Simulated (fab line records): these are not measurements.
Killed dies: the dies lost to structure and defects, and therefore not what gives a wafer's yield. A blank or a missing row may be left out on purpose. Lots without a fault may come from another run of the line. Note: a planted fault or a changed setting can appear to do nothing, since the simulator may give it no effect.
fab line records ; flow nand-harc
record: lots: 12; wafers: 34; last-day: 34
route steps=1302 shown A_SLIT@933 END@1302
lots untouched by any fault: they come from a run of this same line in which no faults occurred
start-h: start of the lot's first displayed wafer, in hours after the record's first day ; wait-h: hours elapsed since this lot's preceding step ; " same as the row above ; L1.1+2: one row covering several wafers at once ; - either no value or no given start ; * or withheld: withheld ; < > ~ a bound
route shown NAME@n: NAME is a module with steps in the file, n the number in the route of the first one ; usual: mean and standard deviation over wafers with no fault ; same: alike in all rows ; chamber/n: place in a boat ; sites: the reading at each site ; _std_site: the values' standard deviation ; _edge_site: the outer-site mean with the inner-site mean subtracted ; radius-mm: for every site, how far away it sits from the centre of the wafer ; mask NAME#n: copy n ; behind: the tool/chamber that last shaped the wafer ; hold: reason for holding the lot/hours on hold/outcome of the hold ; device: the transistor (n, p or np) that didn't switch ; end of line: the tests these same wafers got at the end of their route ; a step with no rows: only its recipe ; killed: dies lost to structure and defects at the first sort, not the wafer's yield ; map: per-die view of a wafer (x killed, . not killed, _ where there is no die)
set.NAME: setting as actually run; set.NAME@STEP: the setting as run at that earlier step ; model.NAME: the simulator's own value behind a step, which no gauge read
the route's steps for a sample of lots (tables are steps, rows are wafers)
services: when a tool's chamber went out of use (start-h, in hours from the record's first day, below 0 if earlier), for how many hours, and the reason
== steps ==
step: NHARC_A_SLIT_CD_MEAS_09
recipe: target-cd-nm: 300; landing-energy-ev: 500
usual: cd-nm: 300.0/0.56
lot.wafer;tool;chamber;start-h;wait-h;cd-nm
L411.2;cd-sem-03;0;449.16;-;298.1
L411.3;cd-sem-03;0;449.16;-;299.6
L411.5;cd-sem-03;0;449.16;-;299.0
L413.1;cd-sem-03;0;463.37;-;299.8
L413.2;cd-sem-03;0;463.37;-;299.4
L413.6;cd-sem-03;0;463.37;-;300.0
L415.2;cd-sem-01;0;480.31;-;299.4
L415.3;cd-sem-01;0;480.31;-;299.5
L415.6;cd-sem-01;0;480.31;-;300.4
L416.1;cd-sem-01;0;490.97;-;300.6
L416.3;cd-sem-01;0;490.97;-;300.5
L416.6;cd-sem-01;0;490.97;-;300.8
L420.2;cd-sem-02;0;544.67;-;300.6
L420.5;cd-sem-02;0;544.67;-;300.0
L420.6;cd-sem-02;0;544.67;-;300.9
L421.1;cd-sem-03;0;552.09;-;299.8
L421.2;cd-sem-03;0;552.09;-;300.9
L421.4;cd-sem-03;0;552.09;-;299.6
L422.3;cd-sem-01;0;560.39;-;299.6
L422.6;cd-sem-01;0;560.39;-;300.4
L426.3;cd-sem-03;0;606.04;-;300.6
L426.4;cd-sem-03;0;606.04;-;300.0
L431.1;cd-sem-03;0;639.20;-;300.2
L431.2;cd-sem-03;0;639.20;-;300.4
L431.3;cd-sem-03;0;639.20;-;300.3
L430.1;cd-sem-01;0;639.23;-;298.9
L430.3;cd-sem-01;0;639.23;-;299.2
L430.4;cd-sem-01;0;639.23;-;299.4
L434.2;cd-sem-01;0;685.16;-;299.2
L434.3;cd-sem-01;0;685.16;-;299.6
L434.5;cd-sem-01;0;685.16;-;299.7
L433.2;cd-sem-01;0;692.15;-;299.3
L433.3;cd-sem-01;0;692.15;-;299.2
L433.6;cd-sem-01;0;692.15;-;300.0
step: NHARC_A_SLIT_ETCH_24
recipe: target-depth-a: 1210; time-s: 60.5; cf4-flow-sccm: 100; chf3-flow-sccm: 30; ar-flow-sccm: 0; rf-w: 500; bias-w: 200; chemistry: CF4/CHF3
usual: drypump-motor-current-A: 5.6/0.41; oes-product-au: 0.964/0.016; rf-vpp-V: 370.5/2.3; run-length-s: 82.0/0.39; showerhead-plenum-p-Torr: 1.57/0.064; throttle-valve-pct: 16.803/0.0082
lot.wafer;tool;chamber;start-h;wait-h;drypump-motor-current-A;oes-product-au;rf-hours-counter-h;rf-vpp-V;run-length-s;showerhead-plenum-p-Torr;throttle-valve-pct
L411.3;rie-diel-10;3;449.44;0.1;5.7;0.987;0;368.3;81.5;1.52;16.790
L411.2;rie-diel-10;1;449.44;0.1;5.8;0.953;1;367.7;82.2;1.50;16.804
L411.5;rie-diel-10;2;449.44;0.1;5.5;0.993;-;370.8;82.4;1.55;16.815
L413.2;rie-diel-01;3;463.68;0.1;4.8;0.946;5;372.7;82.0;1.64;16.813
L413.1;rie-diel-01;0;463.68;0.1;6.1;0.932;5;371.2;81.9;1.60;16.800
L413.6;rie-diel-01;2;463.68;0.1;6.2;0.942;-;367.4;82.3;1.49;16.809
L415.3;rie-diel-10;1;480.59;0.1;5.7;0.941;2;368.7;81.7;1.50;16.800
L415.2;rie-diel-10;2;480.59;0.1;5.5;0.966;2;371.3;82.1;1.55;16.804
L415.6;rie-diel-10;3;480.59;0.1;5.7;0.965;-;368.9;82.0;1.52;16.809
L416.1;rie-diel-03;0;491.24;0.1;5.9;0.974;0;373.5;82.1;1.64;16.803
L416.3;rie-diel-03;2;491.24;0.1;4.9;0.982;0;370.6;81.5;1.60;16.803
L416.6;rie-diel-03;3;491.24;0.1;5.7;1.000;-;369.6;82.6;1.56;16.789
L420.2;rie-diel-01;2;544.94;0.1;6.1;0.982;9;367.3;82.0;1.49;16.800
L420.5;rie-diel-01;2;544.94;0.1;6.1;0.981;-;369.2;82.5;1.49;16.807
L420.6;rie-diel-01;3;544.94;0.1;4.8;0.972;-;372.3;82.0;1.64;16.795
L421.2;rie-diel-03;1;552.37;0.1;5.7;0.957;5;372.8;82.0;1.67;16.812
L421.4;rie-diel-03;2;552.37;0.1;4.9;0.984;4;372.1;81.4;1.60;16.806
L421.1;rie-diel-03;3;552.37;0.1;5.7;0.978;5;371.5;82.3;1.56;16.804
L422.3;rie-diel-03;3;560.67;0.1;5.7;0.976;5;369.4;68.2;1.56;16.817
L422.6;rie-diel-03;0;560.67;0.1;5.9;0.966;-;373.1;82.3;1.64;16.800
L426.4;rie-diel-03;0;606.31;0.1;5.9;0.973;8;371.6;82.5;1.64;16.804
L426.3;rie-diel-03;2;606.31;0.1;4.9;0.974;8;371.8;67.3;1.60;16.800
L431.2;rie-diel-10;0;639.51;0.1;5.9;0.952;2;372.0;81.8;1.63;16.785
L431.3;rie-diel-10;2;639.51;0.1;5.5;0.950;3;370.1;82.9;1.55;16.794
L431.1;rie-diel-10;3;639.51;0.1;5.7;0.954;2;369.5;81.5;1.52;16.803
L430.1;rie-diel-01;3;639.56;0.1;4.8;0.966;7;373.4;82.5;1.64;16.802
L430.4;rie-diel-01;2;639.56;0.1;6.1;0.960;-;368.4;82.0;1.49;16.791
L430.3;rie-diel-01;3;639.56;0.1;4.8;0.969;-;371.0;82.0;1.64;16.805
L434.2;rie-diel-10;3;685.44;0.1;5.7;0.965;6;369.8;81.6;1.52;16.819
L434.3;rie-diel-10;0;685.44;0.1;5.9;0.976;5;373.8;82.1;1.63;16.793
L434.5;rie-diel-10;2;685.44;0.1;5.5;0.970;-;369.7;82.6;1.55;16.786
L433.2;rie-diel-10;3;692.42;0.1;5.7;0.978;7;368.7;82.0;1.52;16.801
L433.3;rie-diel-10;0;692.42;0.1;5.9;0.961;6;373.0;81.6;1.63;16.807
L433.6;rie-diel-10;3;692.42;0.1;5.7;0.969;-;369.8;81.7;1.52;16.803
step: NHARC_A_SLIT_ETCH_15
recipe: target-depth-a: 62000; over-etch-frac: 0.3; time-s: 1612; ion-energy-ev: 150; o2-flow-sccm: 400; cos-flow-sccm: 20; ar-flow-sccm: 0; rf-w: 500; bias-w: 300; chemistry: O2/COS
usual: drypump-motor-current-A: 5.6/0.4; o2-flow-sccm: 400.0/1.2; oes-product-au: 1.005/0.0093; rf-vpp-V: 314.0/1.9; run-length-s: 1633.4/0.39; showerhead-plenum-p-Torr: 3.12/0.12; throttle-valve-pct: 28.329/0.0087
lot.wafer;tool;chamber;start-h;wait-h;drypump-motor-current-A;o2-flow-sccm;oes-product-au;rf-hours-counter-h;rf-vpp-V;run-length-s;showerhead-plenum-p-Torr;throttle-valve-pct
L411.2;rie-diel-10;0;-;-;5.9;404.0;0.999;0;316.3;1633.3;3.24;28.323
L411.3;rie-diel-10;2;-;-;5.5;400.3;1.030;1;312.7;1633.6;3.09;28.313
L411.5;rie-diel-10;0;-;-;5.9;401.3;1.000;-;314.4;1633.3;3.24;28.323
L413.2;rie-diel-01;3;-;-;4.8;398.0;1.005;5;316.2;1633.6;3.26;28.316
L413.1;rie-diel-01;0;-;-;6.1;400.7;1.000;5;314.6;1633.7;3.18;28.334
L413.6;rie-diel-01;3;-;-;4.8;399.5;1.014;-;316.1;1633.6;3.26;28.326
L415.3;rie-diel-10;3;-;-;5.7;400.7;1.016;3;312.2;1632.9;3.02;28.323
L415.2;rie-diel-10;1;-;-;5.8;399.4;1.003;2;312.6;1633.4;2.98;28.330
L415.6;rie-diel-10;0;-;-;5.9;397.9;0.989;-;317.8;1633.1;3.24;28.312
L416.3;rie-diel-03;2;-;-;4.9;400.7;1.018;0;315.7;1632.7;3.17;28.338
L416.1;rie-diel-03;3;-;-;5.7;398.7;1.018;1;314.0;1634.1;3.09;28.328
L416.6;rie-diel-03;0;-;-;6.0;399.8;1.005;-;315.8;1634.1;3.25;28.324
L420.2;rie-diel-01;1;-;-;5.6;399.0;0.998;12;311.6;1633.0;2.94;28.328
L420.6;rie-diel-01;0;-;-;6.1;400.3;1.005;-;315.5;1633.3;3.18;28.325
L420.5;rie-diel-01;1;-;-;5.6;399.7;1.001;-;311.9;1633.2;2.94;28.324
L421.4;rie-diel-03;0;-;-;5.9;399.1;0.993;5;314.9;1633.5;3.24;28.330
L421.2;rie-diel-03;1;-;-;5.6;400.3;0.990;5;316.1;1633.0;3.30;28.329
L421.1;rie-diel-03;2;-;-;4.9;400.3;1.006;5;314.0;1633.0;3.17;28.332
L422.3;rie-diel-03;3;-;-;5.7;399.1;1.004;5;313.7;1634.2;3.09;28.328
L422.6;rie-diel-03;2;-;-;5.0;401.8;1.009;-;314.6;1632.7;3.17;28.338
L426.4;rie-diel-03;3;-;-;5.7;401.4;1.002;8;314.3;1634.2;3.09;28.347
L426.3;rie-diel-03;2;-;-;4.9;401.5;1.010;8;314.3;1632.7;3.17;28.328
L431.2;rie-diel-10;3;-;-;5.7;399.5;1.020;2;311.6;1633.0;3.02;28.327
L431.3;rie-diel-10;0;-;-;5.9;398.7;1.007;2;317.7;1633.8;3.24;28.322
L431.1;rie-diel-10;1;-;-;5.7;398.8;0.997;3;310.9;1633.8;2.98;28.332
L430.1;rie-diel-01;2;639.90;0.3;6.2;400.3;1.013;3;310.8;1633.6;2.96;28.332
L430.4;rie-diel-01;3;639.90;0.3;4.8;399.1;1.009;-;316.2;1633.5;3.26;28.320
L430.3;rie-diel-01;2;639.90;0.3;6.1;398.7;1.001;-;312.0;1633.3;2.96;28.328
L434.3;rie-diel-10;2;-;-;5.5;402.8;1.002;7;313.5;1633.6;3.08;28.327
L434.2;rie-diel-10;3;-;-;5.7;399.5;1.016;6;313.1;1633.0;3.02;28.325
L434.5;rie-diel-10;2;-;-;5.5;400.7;1.020;-;313.1;1633.7;3.08;28.336
L433.2;rie-diel-10;0;-;-;5.9;398.6;0.998;6;315.9;1633.0;3.24;28.339
L433.3;rie-diel-10;1;-;-;5.8;400.5;0.975;7;312.4;1634.0;2.98;28.340
L433.6;rie-diel-10;2;-;-;5.5;399.3;1.012;-;313.3;1633.6;3.08;28.305
step: NHARC_A_SLIT_STRIP_18
recipe: o2-flow-sccm: 500; ar-flow-sccm: 0; bias-w: 0; chemistry: O2
usual: drypump-motor-current-A: 5.6/0.37; o2-flow-sccm: 499.8/1.4; oes-product-au: 1.005/0.01; rf-vpp-V: 57.8/0.93; showerhead-plenum-p-Torr: 3.53/0.13; throttle-valve-pct: 17.038/0.0087
lot.wafer;tool;chamber;start-h;wait-h;drypump-motor-current-A;o2-flow-sccm;oes-product-au;rf-hours-counter-h;rf-vpp-V;showerhead-plenum-p-Torr;throttle-valve-pct
L411.2;rie-diel-03;3;-;-;5.7;500.7;1.009;8;57.8;3.50;17.029
L411.3;rie-diel-03;1;-;-;5.7;500.2;0.999;8;58.2;3.74;17.033
L411.5;rie-diel-03;3;-;-;5.7;499.3;1.003;-;57.8;3.50;17.044
L413.1;rie-diel-10;2;-;-;5.5;499.2;1.020;2;57.9;3.49;17.050
L413.2;rie-diel-10;0;-;-;5.9;499.9;1.000;2;57.8;3.66;17.040
L413.6;rie-diel-10;3;-;-;5.7;500.0;1.016;-;56.7;3.42;17.040
L415.2;rie-diel-10;2;-;-;5.4;500.0;1.026;3;57.6;3.49;17.029
L415.3;rie-diel-10;3;-;-;5.7;498.8;1.016;3;59.6;3.42;17.019
L415.6;rie-diel-10;0;-;-;5.9;500.9;1.007;-;58.0;3.66;17.036
L416.1;rie-diel-03;1;-;-;5.7;497.6;1.000;1;59.3;3.73;17.036
L416.3;rie-diel-03;3;-;-;5.7;500.6;1.010;1;57.9;3.50;17.042
L416.6;rie-diel-03;3;-;-;5.7;499.2;1.016;-;58.2;3.50;17.030
L420.2;rie-diel-01;1;-;-;5.6;499.4;1.006;12;57.2;3.32;17.045
L420.6;rie-diel-01;1;-;-;5.6;499.6;1.003;-;55.7;3.32;17.037
L420.5;rie-diel-01;2;-;-;6.2;500.4;1.000;-;58.2;3.35;17.042
L421.1;rie-diel-03;2;-;-;5.0;499.5;1.015;6;56.3;3.58;17.034
L421.2;rie-diel-03;3;-;-;5.7;499.8;1.010;6;57.4;3.49;17.030
L421.4;rie-diel-03;1;-;-;5.6;500.6;0.995;6;59.0;3.73;17.030
L422.3;rie-diel-10;0;-;-;5.9;498.4;0.989;6;58.0;3.66;17.050
L422.6;rie-diel-10;0;-;-;5.9;500.1;0.991;-;57.2;3.66;17.027
L426.3;rie-diel-01;3;614.43;0.2;4.8;500.8;1.009;-;58.2;3.68;17.048
L426.4;rie-diel-01;1;614.43;0.2;5.6;497.8;1.008;-;57.6;3.32;17.054
L431.3;rie-diel-03;3;-;-;5.7;499.5;0.990;0;56.4;3.49;17.027
L431.2;rie-diel-03;1;-;-;5.7;497.7;1.006;0;58.7;3.73;17.034
L431.1;rie-diel-03;2;-;-;4.9;499.6;1.003;0;57.9;3.58;17.040
L430.1;rie-diel-01;0;-;-;6.1;497.7;1.002;1;57.0;3.59;17.044
L430.3;rie-diel-01;2;-;-;6.1;501.2;1.007;5;57.0;3.35;17.034
L430.4;rie-diel-01;0;-;-;6.1;500.1;1.001;-;58.4;3.59;17.033
L434.2;rie-diel-10;2;-;-;5.5;501.2;1.014;8;57.3;3.48;17.037
L434.3;rie-diel-10;0;-;-;5.9;499.1;1.003;6;57.0;3.66;17.029
L434.5;rie-diel-10;1;-;-;5.8;499.3;0.974;-;57.4;3.37;17.021
L433.2;rie-diel-10;0;-;-;5.9;497.8;1.001;6;57.5;3.66;17.036
L433.3;rie-diel-10;1;-;-;5.8;499.8;0.983;8;58.2;3.37;17.044
L433.6;rie-diel-10;3;-;-;5.7;499.6;1.016;-;57.7;3.41;17.031
step: NHARC_END_SORT_01
recipe: temp-c: 25
usual: killed-at-array: 64/16; killed-at-other: 1.0/1.1; killed-at-periphery: 3.5/2.3; killed-dies: 69/17; killed-open: 3.2/1.6; killed-short: 2.4/1.6
same: gross-dies: 677
lot.wafer;tool;chamber;start-h;wait-h;killed-at-array;killed-at-other;killed-at-periphery;killed-dies;killed-open;killed-short
L422.3;prober-01;0;675.99;3.1;644;1;2;647;3;4
L422.6;prober-01;0;678.41;4.0;49;2;0;51;4;3
L426.3;prober-01;0;725.95;3.1;665;0;3;668;1;1
L426.4;prober-01;0;726.76;3.4;51;1;4;56;3;3
killed by level:class
L422.3 A_SLIT:area-etch=591 A_SLIT:chamber-film-flake=34 A_CHANNEL_HOLE_D1:chamber-film-flake=8 A_CONTACT:chamber-film-flake=4 P_M0:geometric-particle:short=1 P_M2:geometric-particle:open=1 A_CHANNEL_FILL_D1:geometric-particle:open=1 A_CHANNEL_FILL_D1:geometric-particle:short=1
L422.6 A_SLIT:chamber-film-flake=27 A_CHANNEL_HOLE_D1:chamber-film-flake=8 A_CONTACT:chamber-film-flake=4 A_ONON_D1:geometric-particle:open=2 A_CHANNEL_FILL_D1:geometric-particle:short=2 THIN_TSV:chamber-film-flake=2 A_CHANNEL_HOLE_D1:geometric-particle:short=1 A_CHANNEL_FILL_D2:geometric-particle:open=1
L426.3 A_SLIT:area-etch=613 A_CHANNEL_HOLE_D2:chamber-film-flake=29 A_CHANNEL_HOLE_D1:chamber-film-flake=12 A_CONTACT:chamber-film-flake=4 A_STAIRCASE:chamber-film-flake=2 A_SLIT:chamber-film-flake=2 P_ZERO_WELL:geometric-particle:short=1 P_M2:geometric-particle:open=1
L426.4 A_CHANNEL_HOLE_D2:chamber-film-flake=23 A_CHANNEL_HOLE_D1:chamber-film-flake=11 A_SLIT:chamber-film-flake=4 A_CONTACT:chamber-film-flake=3 P_CONTACT:geometric-particle:open=2 A_STAIRCASE:chamber-film-flake=2 A_BLC:chamber-film-flake=2 P_M0:geometric-particle:open=1
== services ==
tool;chamber;start-h;hours;kind
rie-diel-10;0;428.54;-;clean
rie-diel-10;1;428.54;-;clean
rie-diel-10;2;428.54;-;clean
rie-diel-10;3;428.54;-;clean
rie-diel-10;0;436.36;8.2;repair
rie-diel-10;1;445.25;3.9;repair
rie-diel-03;1;445.42;4.8;repair
rie-diel-03;-;458.45;9.0;pm
rie-diel-10;-;460.75;5.4;repair
rie-diel-01;3;475.20;7.0;repair
rie-diel-03;0;493.57;3.7;repair
rie-diel-10;1;499.88;3.1;repair
rie-diel-10;-;528.98;1.6;repair
rie-diel-10;1;532.25;5.3;repair
rie-diel-01;1;555.68;2.0;repair
rie-diel-10;1;557.30;13.3;repair
rie-diel-01;-;557.80;9.0;pm
rie-diel-10;3;564.30;2.0;repair
rie-diel-01;0;583.54;59.1;repair
rie-diel-10;-;596.54;9.0;pm
rie-diel-01;2;607.97;29.9;repair
rie-diel-03;-;635.45;9.0;pm
rie-diel-01;1;638.84;8.6;repair
rie-diel-03;2;663.42;14.7;repair
== key ==
first-sign: step: NHARC_A_SLIT_ETCH_24; reading: run-length-s; direction: down; sigmas: 37; usual: *; struck: *
effect: step: NHARC_END_SORT_01; reading: killed-at-array; direction: up; sigmas: 36; usual: 64; struck: 654
more-kills-born-at: NHARC_A_SLIT_ETCH_24@rie-diel-03: 1204
met-at NHARC_A_SLIT_ETCH_24
struck-lots L422,L426
struck-wafers L422.3,L426.3
later-rows-left-out L422.3,L426.3
tester-left-out L422,L426
not-acting-at NHARC_A_SLIT_CD_MEAS_09,NHARC_A_SLIT_ETCH_15,NHARC_A_SLIT_STRIP_18
onset-between 552.37 560.67
fault: kind: process-parameter-drift; tool: rie-diel-03; chamber: -; onset-h: 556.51; steps: NHARC_A_SLIT_ETCH_24; channel: time-s; offset: *; shape: step; end-h: 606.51; scope: struck-wafers-only; acts-in: *; stated: *
tester-left-out: of these lots the tester's yield and bins aren't shown, on N5 and GAA mostly nor the transistor test; their killed dies are dies lost to structure and defects alone, not to doping, threshold or leakage, so they don't give the yield
later-rows-left-out: the simulator's readings of these wafers behind a module that went badly wrong aren't trusted and aren't shown, but for the sort
